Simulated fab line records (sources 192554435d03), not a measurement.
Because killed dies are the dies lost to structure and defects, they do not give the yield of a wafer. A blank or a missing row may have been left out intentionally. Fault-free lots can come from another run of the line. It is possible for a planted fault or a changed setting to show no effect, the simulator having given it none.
fab line records	flow n5Finfet
record: lots: 24	wafers: 72	lastDay: 19
route steps=1938 shown BEOL_M3@950 BEOL_M4@1034
lots with no fault: from the same line, run without faults
startH: hours from the record's first day to the start of the lot's first wafer shown	waitH: hours from the lot's prior step to this one	" as in the row above	L1.1+2: a row that stands for several wafers	- no value present, or no start provided	* or withheld: withheld	< > ~ a bound
route shown NAME@n: names a module that has steps shown in the file, with the first one's number in the route	usual: mean/standard deviation taken from wafers without a fault	same: alike in all rows	chamber/n: place in a boat	sites: each site's reading	_std_site: how widely they spread, as a standard deviation	_edge_site: outer sites' mean less inner sites'	radiusMm: for every site, how far away it sits from the centre of the wafer	mask NAME#n: copy n	behind: tool/chamber where the wafer was last shaped	hold: cause of the lot's hold/its duration in hours/its outcome	device: the n, p or np transistor that did not switch	end of line: tests of these same wafers at the route's end	a step without rows: its recipe alone	killed: at the first sort, the dies lost to defects and structure; wafer yield is something else	map: shows each die of a wafer: x if killed, . if not, _ if none is there
set.NAME: setting as actually run; set.NAME@STEP: the setting as run at that earlier step	model.NAME: the simulator's own value behind a step, which no gauge read
steps of the route over a sample of lots; a table a step, a row a wafer
services: a tool's chamber out of use, with start hour (startH, from the record's first day; less than 0 if before it), hours out, and reason
== steps ==
step: N5_BEOL_M3_ETCH_64
recipe: chemistry: N2/H2	target: SOC	targetDepthA: 750	overetchA: 150	maskMaterial: SiARC	tempC: 40	timeS: 112.5	ionEnergyEv: 200	pressureMtorr: 30	sourceW: 840	biasW: 150	n2FlowSccm: 200	h2FlowSccm: 200
usual: drypumpMotorCurrentA: 5.7/0.35	oesProductAu: 0.60/0.054	rfVppV: 524.4/2.4	showerheadPlenumPTorr: 2.56/0.08	throttleValvePct: 18.07/0.16
lot.wafer	tool	chamber	startH	waitH	drypumpMotorCurrentA	oesProductAu	rfHoursCounterH	rfVppV	showerheadPlenumPTorr	throttleValvePct
L075.2	rieDiel-01	0	158.87	0.0	5.8	0.58	182	524.8	2.54	18.12
L075.3	"	2	"	"	5.5	0.59	160	526.7	2.65	18.17
L075.5	"	0	"	"	5.8	0.57	-	522.4	2.54	18.10
L074.2	rieDiel-01	3	159.10	0.0	6.4	0.58	177	520.3	2.43	17.99
L074.3	"	2	"	"	5.5	0.59	161	526.9	2.65	18.17
L074.6	"	1	"	"	6.1	0.59	-	523.4	2.54	18.18
L076.1	rieDiel-02	3	162.31	0.0	5.0	0.75	14	528.2	2.71	17.77
L076.4	"	2	"	"	5.7	0.56	191	523.9	2.52	18.11
L076.5	"	3	"	"	5.0	0.75	-	528.9	2.71	17.78
L077.3	rieDiel-03	0	173.17	0.1	5.4	0.59	-	523.8	2.54	18.09
L077.5	"	2	"	"	5.3	0.60	-	524.5	2.53	17.99
L077.6	"	0	"	"	5.4	0.58	-	523.6	2.54	18.10
L078.1	rieDiel-03	3	176.87	0.0	5.5	0.59	197	523.5	2.51	18.20
L078.2	"	2	"	"	5.3	0.61	146	523.7	2.53	17.99
L078.3	"	0	"	"	5.4	0.59	180	523.5	2.54	18.09
L079.2	rieDiel-03	3	190.02	0.0	5.5	0.58	200	523.1	2.51	18.21
L079.4	"	2	"	"	5.4	0.59	149	523.6	2.53	18.02
L079.6	"	2	"	"	5.3	0.59	-	522.9	2.53	17.99
L081.2	rieDiel-03	1	195.41	0.0	5.9	0.74	4	529.5	2.71	17.92
L081.3	"	3	"	"	5.5	0.58	202	523.7	2.51	18.21
L081.5	"	1	"	"	5.9	0.73	-	528.5	2.71	17.91
L080.1	rieDiel-01	3	195.56	0.0	6.5	0.57	187	521.2	2.43	18.04
L080.2	"	0	"	"	5.7	0.57	191	524.2	2.54	18.14
L080.6	"	2	"	"	5.5	0.58	-	527.8	2.65	18.17
L082.4	rieDiel-03	2	196.83	0.0	5.3	0.59	151	524.6	2.53	18.01
L082.5	"	3	"	"	5.5	0.58	-	524.1	2.51	18.20
L082.6	"	2	"	"	5.3	0.60	-	523.3	2.53	18.00
L083.2	rieDiel-02	2	208.81	0.0	5.7	0.57	201	521.7	2.52	18.14
L083.3	"	0	"	"	5.8	0.67	60	521.8	2.49	17.49
L083.5	"	3	"	"	5.0	0.73	-	529.1	2.70	17.80
L084.1	rieDiel-02	0	211.23	0.0	5.8	0.67	61	523.4	2.49	17.49
L084.4	"	2	"	"	5.6	0.56	202	522.7	2.52	18.14
L084.6	"	1	"	"	5.6	0.57	-	526.1	2.64	18.09
L085.2	rieDiel-03	1	213.35	0.0	5.9	0.73	10	529.0	2.71	17.93
L085.3	"	2	"	"	5.4	0.59	156	524.2	2.52	18.02
L085.6	"	2	"	"	5.3	0.59	-	523.1	2.52	18.02
L086.2	rieDiel-01	0	241.97	0.0	5.8	0.56	202	523.4	2.54	18.14
L086.3	"	1	"	"	6.1	0.59	196	523.8	2.53	18.21
L086.4	"	2	"	"	5.5	0.58	181	526.9	2.64	18.21
L088.2	rieDiel-01	1	247.90	0.0	6.1	0.58	200	523.9	2.53	18.20
L088.5	"	3	"	"	6.5	0.56	-	519.5	2.43	18.04
L088.6	"	0	"	"	5.7	0.56	-	523.9	2.53	18.17
L087.1	rieDiel-01	3	249.66	0.0	6.5	0.56	201	520.9	2.43	18.06
L087.2	"	2	"	"	5.5	0.57	185	526.0	2.64	18.21
L087.6	"	2	"	"	5.5	0.57	-	526.7	2.64	18.22
L089.2	rieDiel-01	3	253.44	0.0	6.5	0.56	203	520.2	2.42	18.04
L089.4	"	0	"	"	5.7	0.56	208	522.4	2.53	18.18
L089.5	"	2	"	"	5.5	0.57	-	524.7	2.64	18.22
L091.3	rieDiel-02	1	254.74	0.0	5.6	0.57	205	526.8	2.63	18.15
L091.4	"	3	"	"	5.0	0.71	38	529.4	2.69	17.83
L091.6	"	1	"	"	5.6	0.57	-	527.0	2.63	18.15
L090.2	rieDiel-03	1	256.65	0.0	5.9	0.71	17	528.5	2.70	17.93
L090.3	"	2	"	"	5.3	0.58	164	524.1	2.52	18.03
L090.4	"	0	"	"	5.4	0.57	195	523.1	2.54	18.10
L092.4	rieDiel-03	1	262.93	0.0	5.9	0.71	19	528.0	2.70	17.92
L092.5	"	0	"	"	5.4	0.57	-	523.6	2.54	18.13
L092.6	"	3	"	"	5.5	0.58	-	523.9	2.51	18.23
L093.1	rieDiel-01	1	280.66	0.0	6.1	0.57	211	523.9	2.52	18.23
L093.2	"	3	"	"	6.5	0.56	211	518.5	2.42	18.06
L093.4	"	0	"	"	5.8	0.55	216	522.3	2.53	18.17
L094.1	rieDiel-03	2	286.66	0.0	5.3	0.58	173	524.3	2.52	18.05
L094.2	"	1	"	"	6.0	0.69	27	527.1	2.70	17.95
L094.3	"	3	"	"	5.5	0.57	225	522.7	2.50	18.25
L095.1	rieDiel-03	2	299.20	0.0	5.3	0.57	177	524.7	2.51	18.05
L095.4	"	0	"	"	5.4	0.57	208	524.0	2.53	18.12
L095.5	"	3	"	"	5.5	0.57	-	523.2	2.50	18.25
L096.3	rieDiel-01	1	311.90	0.0	6.1	0.57	222	522.2	2.52	18.25
L096.5	"	1	"	"	6.1	0.57	-	524.1	2.52	18.25
L096.6	"	0	"	"	5.7	0.55	-	523.3	2.52	18.20
L097.1	rieDiel-02	1	317.32	0.0	5.6	0.56	222	525.6	2.63	18.16
L097.5	"	1	"	"	5.6	0.55	-	526.4	2.63	18.16
L097.6	"	2	"	"	5.7	0.56	-	522.9	2.51	18.19
step: N5_BEOL_M3_STRIP_36
recipe: chemistry: N2/H2	powerW: 450	tempC: 40	pressureMtorr: 20	rfFrequencyHz: 6e+07	overashFraction: 0.3	biasPowerW: 7	h2Frac: 0.5	n2FlowSccm: 200	h2FlowSccm: 200
usual: drypumpMotorCurrentA: 5.7/0.35	oesProductAu: 0.75/0.071	rfVppV: 59.3/1.5	showerheadPlenumPTorr: 2.55/0.08	throttleValvePct: 23.90/0.24
lot.wafer	tool	chamber	startH	waitH	drypumpMotorCurrentA	oesProductAu	rfHoursCounterH	rfVppV	showerheadPlenumPTorr	throttleValvePct
L075.2	rieDiel-03	0	160.83	0.0	5.4	0.74	173	57.4	2.54	24.06
L075.3	"	3	"	"	5.5	0.75	191	58.7	2.51	24.08
L075.5	"	1	"	"	5.9	0.70	-	59.2	2.39	24.11
L074.2	rieDiel-03	2	166.22	0.0	5.3	0.76	142	59.6	2.53	23.70
L074.3	"	3	"	"	5.5	0.74	193	59.4	2.51	24.10
L074.6	"	2	"	"	5.3	0.76	-	59.1	2.53	23.72
L076.1	rieDiel-01	3	171.12	0.0	6.5	0.76	180	59.4	2.43	23.90
L076.4	"	1	"	"	6.1	0.74	179	58.3	2.53	24.08
L076.5	"	2	"	"	5.5	0.73	-	60.1	2.65	23.86
L077.3	rieDiel-02	3	179.16	0.0	5.0	0.93	19	58.5	2.70	23.60
L077.5	"	2	"	"	5.7	0.72	-	64.2	2.52	23.99
L077.6	"	3	"	"	5.0	0.95	-	60.8	2.70	23.58
L078.1	rieDiel-03	0	179.19	0.0	5.4	0.75	181	57.5	2.54	24.04
L078.2	"	3	"	"	5.5	0.74	198	58.9	2.51	24.07
L078.3	"	2	"	"	5.3	0.75	147	57.7	2.52	23.75
L079.2	rieDiel-02	1	193.83	0.0	5.6	0.73	190	60.9	2.63	24.03
L079.4	"	2	"	"	5.6	0.71	198	57.6	2.52	24.02
L079.6	"	3	"	"	5.1	0.92	-	63.4	2.70	23.59
L081.2	rieDiel-01	3	199.23	0.0	6.4	0.72	188	61.5	2.43	23.92
L081.3	"	0	"	"	5.7	0.72	192	58.5	2.54	24.01
L081.5	"	3	"	"	6.4	0.73	-	60.0	2.43	23.92
L080.1	rieDiel-02	1	202.09	0.0	5.6	0.73	191	57.3	2.63	24.02
L080.2	"	3	"	"	5.0	0.94	24	59.3	2.70	23.59
L080.6	"	1	"	"	5.6	0.73	-	58.1	2.64	24.01
L082.4	rieDiel-03	1	202.13	0.0	5.9	0.93	6	57.8	2.71	23.87
L082.5	"	2	"	"	5.3	0.74	-	57.5	2.52	23.73
L082.6	"	3	"	"	5.5	0.73	-	57.5	2.51	24.10
L084.1	rieDiel-02	0	213.96	0.0	5.8	0.85	62	60.2	2.48	23.24
L084.4	"	3	"	"	5.0	0.94	27	59.3	2.70	23.62
L084.6	"	0	"	"	5.8	0.86	-	58.6	2.48	23.26
L083.2	rieDiel-01	0	225.17	0.0	5.8	0.71	198	61.2	2.53	24.00
L083.3	"	2	"	"	5.5	0.72	177	57.5	2.64	23.87
L083.5	"	1	"	"	6.0	0.72	-	59.3	2.52	24.10
L085.2	rieDiel-01	0	228.62	0.0	5.7	0.71	198	60.0	2.53	24.04
L085.3	"	1	"	"	6.1	0.73	193	59.7	2.52	24.08
L085.6	"	3	"	"	6.5	0.72	-	60.9	2.42	23.96
L086.2	rieDiel-02	0	247.40	0.0	5.8	0.84	69	58.4	2.48	23.25
L086.3	"	1	"	"	5.6	0.71	202	59.2	2.63	24.05
L086.4	"	3	"	"	5.0	0.92	34	59.7	2.69	23.59
L088.2	rieDiel-02	0	250.99	0.0	5.8	0.83	71	58.0	2.48	23.27
L088.5	"	3	"	"	5.0	0.91	-	59.4	2.69	23.62
L088.6	"	2	"	"	5.7	0.70	-	57.8	2.51	24.03
L087.1	rieDiel-01	1	256.75	0.0	6.1	0.73	204	61.2	2.52	24.13
L087.2	"	3	"	"	6.5	0.72	205	57.0	2.42	23.92
L087.6	"	1	"	"	6.1	0.71	-	58.9	2.52	24.13
L091.3	rieDiel-01	3	267.25	0.0	6.4	0.72	207	60.0	2.42	23.98
L091.4	"	1	"	"	6.0	0.72	207	60.3	2.52	24.09
L091.6	"	3	"	"	6.5	0.72	-	58.1	2.42	23.94
L089.2	rieDiel-02	3	270.76	0.0	5.0	0.90	40	59.3	2.69	23.60
L089.4	"	2	"	"	5.7	0.69	216	59.6	2.51	24.03
L089.5	"	2	"	"	5.7	0.70	-	61.6	2.51	24.01
L092.4	rieDiel-01	3	276.79	0.0	6.5	0.73	210	59.3	2.42	23.93
L092.5	"	2	"	"	5.5	0.71	-	59.8	2.63	23.89
L092.6	"	1	"	"	6.0	0.72	-	57.5	2.52	24.13
L090.2	rieDiel-02	2	280.31	0.0	5.7	0.70	219	59.2	2.51	24.03
L090.3	"	1	"	"	5.6	0.71	210	60.7	2.63	24.08
L090.4	"	0	"	"	5.8	0.83	76	59.4	2.48	23.29
L093.1	rieDiel-01	2	285.04	0.0	5.5	0.71	196	60.4	2.63	23.88
L093.2	"	1	"	"	6.0	0.71	213	59.3	2.52	24.13
L093.4	"	3	"	"	6.5	0.71	213	60.0	2.42	23.97
L094.1	rieDiel-03	1	298.19	0.0	6.0	0.88	30	59.9	2.69	23.88
L094.2	"	0	"	"	5.4	0.71	208	57.6	2.53	24.04
L094.3	"	2	"	"	5.4	0.74	176	57.8	2.51	23.76
L095.1	rieDiel-03	3	301.41	0.0	5.5	0.72	229	57.9	2.50	24.14
L095.4	"	0	"	"	5.4	0.71	209	58.8	2.53	24.07
L095.5	"	2	"	"	5.4	0.73	-	60.5	2.51	23.75
L096.3	rieDiel-01	2	313.93	0.0	5.5	0.70	207	58.5	2.63	23.92
L096.5	"	0	"	"	5.8	0.69	-	58.3	2.52	24.06
L096.6	"	1	"	"	6.1	0.70	-	58.2	2.51	24.16
L097.1	rieDiel-02	2	322.58	0.0	5.7	0.69	233	58.1	2.50	24.02
L097.5	"	1	"	"	5.6	0.70	-	61.0	2.62	24.07
L097.6	"	0	"	"	5.8	0.81	-	56.9	2.47	23.29
step: N5_BEOL_M3_ANNEAL_49
recipe: tempC: 400	timeS: 240	ambient: vacuum
usual: heaterPowerW: 841/110
lot.wafer	tool	chamber	startH	waitH	heaterPowerW
L075.2	pvdSputter-02	-	162.43	0.0	1015
L075.3	"	-	"	"	897
L075.5	"	-	"	"	1052
L074.2	pvdSputter-02	-	167.99	0.0	931
L074.3	"	-	"	"	847
L074.6	"	-	"	"	825
L076.1	pvdSputter-01	-	173.79	0.0	891
L076.4	"	-	"	"	543
L076.5	"	-	"	"	899
L077.3	pvdSputter-02	-	180.55	0.0	913
L077.5	"	-	"	"	1037
L077.6	"	-	"	"	812
L078.1	pvdSputter-01	-	181.12	0.0	875
L078.2	"	-	"	"	565
L078.3	"	-	"	"	887
L079.2	pvdSputter-02	-	195.49	0.0	909
L079.4	"	-	"	"	821
L079.6	"	-	"	"	844
L081.2	pvdSputter-03	-	200.47	0.0	760
L081.3	"	-	"	"	730
L081.5	"	-	"	"	852
L080.1	pvdSputter-03	-	203.67	0.0	724
L080.2	"	-	"	"	829
L080.6	"	-	"	"	857
L082.4	pvdSputter-03	-	205.51	0.0	749
L082.5	"	-	"	"	939
L082.6	"	-	"	"	758
L084.1	pvdSputter-03	-	215.56	0.0	840
L084.4	"	-	"	"	729
L084.6	"	-	"	"	739
L083.2	pvdSputter-03	-	226.65	0.0	932
L083.3	"	-	"	"	763
L083.5	"	-	"	"	755
L085.2	pvdSputter-01	-	229.80	0.0	553
L085.3	"	-	"	"	906
L085.6	"	-	"	"	905
L086.2	pvdSputter-01	-	248.59	0.0	857
L086.3	"	-	"	"	555
L086.4	"	-	"	"	913
L088.2	pvdSputter-02	-	252.75	0.0	1011
L088.5	"	-	"	"	824
L088.6	"	-	"	"	948
L087.1	pvdSputter-02	-	262.97	0.0	819
L087.2	"	-	"	"	1049
L087.6	"	-	"	"	853
L091.3	pvdSputter-01	-	268.48	0.0	839
L091.4	"	-	"	"	879
L091.6	"	-	"	"	882
L089.2	pvdSputter-01	-	272.78	0.0	878
L089.4	"	-	"	"	556
L089.5	"	-	"	"	896
L092.4	pvdSputter-02	-	278.09	0.0	841
L092.5	"	-	"	"	1052
L092.6	"	-	"	"	823
L090.2	pvdSputter-03	-	281.67	0.0	967
L090.3	"	-	"	"	735
L090.4	"	-	"	"	850
L093.1	pvdSputter-01	-	286.77	0.0	899
L093.2	"	-	"	"	856
L093.4	"	-	"	"	913
L094.1	pvdSputter-01	-	299.63	0.0	854
L094.2	"	-	"	"	856
L094.3	"	-	"	"	553
L095.1	pvdSputter-03	-	303.11	0.0	731
L095.4	"	-	"	"	839
L095.5	"	-	"	"	731
L096.3	pvdSputter-03	-	316.56	0.0	716
L096.5	"	-	"	"	931
L096.6	"	-	"	"	758
L097.1	pvdSputter-03	-	324.10	0.0	851
L097.5	"	-	"	"	840
L097.6	"	-	"	"	753
step: N5_BEOL_M3_ANNEAL_80
recipe: tempC: 400	timeS: 240	ambient: vacuum
usual: heaterPowerW: 840/110
lot.wafer	tool	chamber	startH	waitH	heaterPowerW
L075.2	pvdSputter-02	-	162.65	0.0	1010
L075.3	"	-	"	"	910
L075.5	"	-	"	"	1059
L074.2	pvdSputter-02	-	168.21	0.0	948
L074.3	"	-	"	"	854
L074.6	"	-	"	"	833
L076.1	pvdSputter-01	-	174.01	0.0	910
L076.4	"	-	"	"	544
L076.5	"	-	"	"	925
L077.3	pvdSputter-02	-	180.77	0.0	915
L077.5	"	-	"	"	1033
L077.6	"	-	"	"	812
L078.1	pvdSputter-01	-	181.34	0.0	888
L078.2	"	-	"	"	555
L078.3	"	-	"	"	899
L079.2	pvdSputter-02	-	195.71	0.0	917
L079.4	"	-	"	"	790
L079.6	"	-	"	"	858
L081.2	pvdSputter-03	-	200.69	0.0	749
L081.3	"	-	"	"	738
L081.5	"	-	"	"	837
L080.1	pvdSputter-03	-	203.89	0.0	741
L080.2	"	-	"	"	846
L080.6	"	-	"	"	824
L082.4	pvdSputter-03	-	205.73	0.0	739
L082.5	"	-	"	"	946
L082.6	"	-	"	"	745
L084.1	pvdSputter-03	-	215.78	0.0	854
L084.4	"	-	"	"	746
L084.6	"	-	"	"	757
L083.2	pvdSputter-03	-	226.87	0.0	940
L083.3	"	-	"	"	772
L083.5	"	-	"	"	739
L085.2	pvdSputter-01	-	230.02	0.0	554
L085.3	"	-	"	"	908
L085.6	"	-	"	"	903
L086.2	pvdSputter-01	-	248.81	0.0	859
L086.3	"	-	"	"	562
L086.4	"	-	"	"	923
L088.2	pvdSputter-02	-	252.97	0.0	996
L088.5	"	-	"	"	802
L088.6	"	-	"	"	923
L087.1	pvdSputter-02	-	263.19	0.0	847
L087.2	"	-	"	"	1030
L087.6	"	-	"	"	813
L091.3	pvdSputter-01	-	268.70	0.0	845
L091.4	"	-	"	"	858
L091.6	"	-	"	"	919
L089.2	pvdSputter-01	-	273.00	0.0	884
L089.4	"	-	"	"	555
L089.5	"	-	"	"	904
L092.4	pvdSputter-02	-	278.31	0.0	846
L092.5	"	-	"	"	1029
L092.6	"	-	"	"	856
L090.2	pvdSputter-03	-	281.89	0.0	960
L090.3	"	-	"	"	738
L090.4	"	-	"	"	830
L093.1	pvdSputter-01	-	286.99	0.0	870
L093.2	"	-	"	"	863
L093.4	"	-	"	"	896
L094.1	pvdSputter-01	-	299.85	0.0	867
L094.2	"	-	"	"	854
L094.3	"	-	"	"	561
L095.1	pvdSputter-03	-	303.33	0.0	749
L095.4	"	-	"	"	864
L095.5	"	-	"	"	737
L096.3	pvdSputter-03	-	316.78	0.0	754
L096.5	"	-	"	"	942
L096.6	"	-	"	"	729
L097.1	pvdSputter-03	-	324.32	0.0	827
L097.5	"	-	"	"	827
L097.6	"	-	"	"	725
step: N5_BEOL_M3_SPUTTER_92
recipe: material: Cu	targetThkA: 45	tempC: -20	chamberPressurePa: 0.07	powerW: withheld	timeS: 8.29
usual: chamberPressurePa: 0.07/0.00014	throttleValvePct: 30.7/0.96
lot.wafer	tool	chamber	startH	waitH	chamberPressurePa	throttleValvePct
L075.2	pvdSputter-02	-	163.67	0.1	0.07009	30.0
L075.3	"	-	"	"	0.06963	30.4
L075.5	"	-	"	"	0.07017	30.0
L074.2	pvdSputter-02	-	169.23	0.1	0.06963	30.2
L074.3	"	-	"	"	0.06975	31.4
L074.6	"	-	"	"	0.06981	31.6
L076.1	pvdSputter-01	-	175.03	0.1	0.06993	30.9
L076.4	"	-	"	"	0.07022	29.7
L076.5	"	-	"	"	0.07018	30.7
L077.3	pvdSputter-02	-	181.79	0.1	0.07024	30.1
L077.5	"	-	"	"	0.07015	29.9
L077.6	"	-	"	"	0.0702	32.4
L078.1	pvdSputter-01	-	182.36	0.1	0.07006	31.0
L078.2	"	-	"	"	0.06999	29.7
L078.3	"	-	"	"	0.07021	30.5
L079.2	pvdSputter-02	-	196.73	0.1	0.06983	30.3
L079.4	"	-	"	"	0.07016	32.5
L079.6	"	-	"	"	0.07	31.3
L081.2	pvdSputter-03	-	201.71	0.1	0.06988	28.8
L081.3	"	-	"	"	0.07016	30.8
L081.5	"	-	"	"	0.06989	30.3
L080.1	pvdSputter-03	-	204.91	0.1	0.06985	30.8
L080.2	"	-	"	"	0.07005	30.3
L080.6	"	-	"	"	0.07006	30.0
L082.4	pvdSputter-03	-	206.75	0.1	0.06985	28.7
L082.5	"	-	"	"	0.07	31.4
L082.6	"	-	"	"	0.06999	28.6
L084.1	pvdSputter-03	-	216.80	0.1	0.07008	30.5
L084.4	"	-	"	"	0.06995	30.7
L084.6	"	-	"	"	0.06991	28.9
L083.2	pvdSputter-03	-	227.89	0.1	0.06971	31.4
L083.3	"	-	"	"	0.06997	28.8
L083.5	"	-	"	"	0.07015	30.7
L085.2	pvdSputter-01	-	231.04	0.1	0.06993	29.6
L085.3	"	-	"	"	0.07	30.7
L085.6	"	-	"	"	0.06982	30.6
L086.2	pvdSputter-01	-	249.83	0.1	0.07015	32.2
L086.3	"	-	"	"	0.0701	29.6
L086.4	"	-	"	"	0.07	30.9
L088.2	pvdSputter-02	-	253.99	0.1	0.07012	30.0
L088.5	"	-	"	"	0.06964	32.4
L088.6	"	-	"	"	0.0702	30.2
L087.1	pvdSputter-02	-	264.21	0.1	0.07012	32.6
L087.2	"	-	"	"	0.07	29.9
L087.6	"	-	"	"	0.06997	31.5
L091.3	pvdSputter-01	-	269.72	0.1	0.07017	32.1
L091.4	"	-	"	"	0.07003	30.6
L091.6	"	-	"	"	0.07003	31.1
L089.2	pvdSputter-01	-	274.02	0.1	0.06986	30.3
L089.4	"	-	"	"	0.06999	29.7
L089.5	"	-	"	"	0.07006	30.7
L092.4	pvdSputter-02	-	279.33	0.1	0.07006	31.4
L092.5	"	-	"	"	0.06994	30.0
L092.6	"	-	"	"	0.06988	31.5
L090.2	pvdSputter-03	-	282.91	0.1	0.07008	31.1
L090.3	"	-	"	"	0.07003	30.5
L090.4	"	-	"	"	0.06981	30.5
L093.1	pvdSputter-01	-	290.11	0.1	0.07013	30.6
L093.2	"	-	"	"	0.06998	32.1
L093.4	"	-	"	"	0.07012	30.5
L094.1	pvdSputter-01	-	300.87	0.1	0.06988	30.9
L094.2	"	-	"	"	0.06976	32.3
L094.3	"	-	"	"	0.06987	29.6
L095.1	pvdSputter-03	-	304.35	0.1	0.07001	30.8
L095.4	"	-	"	"	0.06982	30.4
L095.5	"	-	"	"	0.07017	30.7
L096.3	pvdSputter-03	-	317.80	0.1	0.06998	29.0
L096.5	"	-	"	"	0.06995	31.1
L096.6	"	-	"	"	0.0699	30.4
L097.1	pvdSputter-03	-	325.34	0.1	0.07006	30.4
L097.5	"	-	"	"	0.07023	30.4
L097.6	"	-	"	"	0.06998	30.6
step: N5_BEOL_M4_CD_MEAS_11
recipe: targetCdNm: 16.79	landingEnergyEv: 500	detector: seInlens	polarity: opening
usual: cdNm: 16.74/0.25
lot.wafer	tool	chamber	startH	waitH	cdNm
L075.2	cdSem-01	0	167.79	-	16.51
L075.3	"	0	"	"	16.55
L075.5	"	0	"	"	16.60
L074.2	cdSem-03	0	171.54	-	16.41
L074.3	"	0	"	"	16.36
L074.6	"	0	"	"	16.63
L076.1	cdSem-03	0	177.74	-	16.73
L076.4	"	0	"	"	16.59
L076.5	"	0	"	"	16.61
L077.3	cdSem-03	0	188.63	-	16.85
L077.5	"	0	"	"	16.77
L077.6	"	0	"	"	16.94
L078.1	cdSem-02	0	188.85	-	16.76
L078.2	"	0	"	"	16.75
L078.3	"	0	"	"	16.99
L079.2	cdSem-02	0	202.71	-	16.64
L079.4	"	0	"	"	16.62
L079.6	"	0	"	"	16.73
L081.2	cdSem-03	0	207.60	-	17.16
L081.3	"	0	"	"	16.79
L081.5	"	0	"	"	17.04
L080.1	cdSem-02	0	210.72	-	16.76
L080.2	"	0	"	"	16.97
L080.6	"	0	"	"	17.36
L082.4	cdSem-02	0	211.09	-	16.32
L082.5	"	0	"	"	16.71
L082.6	"	0	"	"	16.71
L084.1	cdSem-03	0	226.66	-	16.45
L084.4	"	0	"	"	16.81
L084.6	"	0	"	"	17.21
L083.2	cdSem-03	0	233.41	-	16.13
L083.3	"	0	"	"	16.53
L083.5	"	0	"	"	16.81
L085.2	cdSem-01	0	236.67	-	17.34
L085.3	"	0	"	"	16.69
L085.6	"	0	"	"	16.64
L086.2	cdSem-03	0	254.52	-	16.70
L086.3	"	0	"	"	16.56
L086.4	"	0	"	"	16.62
L088.2	cdSem-03	0	257.10	-	16.98
L088.5	"	0	"	"	16.80
L088.6	"	0	"	"	16.62
L087.1	cdSem-02	0	266.73	-	17.27
L087.2	"	0	"	"	17.09
L087.6	"	0	"	"	17.07
L091.3	cdSem-01	0	272.39	-	16.63
L091.4	"	0	"	"	16.93
L091.6	"	0	"	"	16.47
L089.2	cdSem-01	0	276.43	-	17.07
L089.4	"	0	"	"	16.52
L089.5	"	0	"	"	16.66
L092.4	cdSem-01	0	284.71	-	16.37
L092.5	"	0	"	"	16.69
L092.6	"	0	"	"	16.71
L090.2	cdSem-01	0	285.90	-	16.57
L090.3	"	0	"	"	17.19
L090.4	"	0	"	"	17.18
L093.1	cdSem-01	0	293.23	-	16.24
L093.2	"	0	"	"	16.69
L093.4	"	0	"	"	16.68
L094.1	cdSem-02	0	303.52	-	16.70
L094.2	"	0	"	"	16.92
L094.3	"	0	"	"	17.04
L095.1	cdSem-01	0	307.20	-	16.66
L095.4	"	0	"	"	16.67
L095.5	"	0	"	"	16.88
L096.3	cdSem-01	0	320.79	-	16.69
L096.5	"	0	"	"	16.73
L096.6	"	0	"	"	16.82
L097.1	cdSem-01	0	327.76	-	16.80
L097.5	"	0	"	"	16.28
L097.6	"	0	"	"	16.46
== services ==
tool	chamber	startH	hours	kind
rieDiel-01	1	149.61	2.3	repair
rieDiel-01	2	150.61	2.8	repair
rieDiel-03	1	161.54	-	clean
rieDiel-03	1	161.54	-	consumableReplace:focusRing
rieDiel-03	1	161.54	-	consumableReplace:showerhead
rieDiel-03	1	161.54	15.7	scheduledDown
rieDiel-03	1	161.54	15.7	ventCycle
pvdSputter-03	-	168.35	2.5	repair
rieDiel-03	-	238.74	15.6	pm
rieDiel-02	-	241.28	5.4	repair
pvdSputter-03	-	256.81	10.5	repair
rieDiel-03	0	260.05	1.3	repair
== key ==
fault none
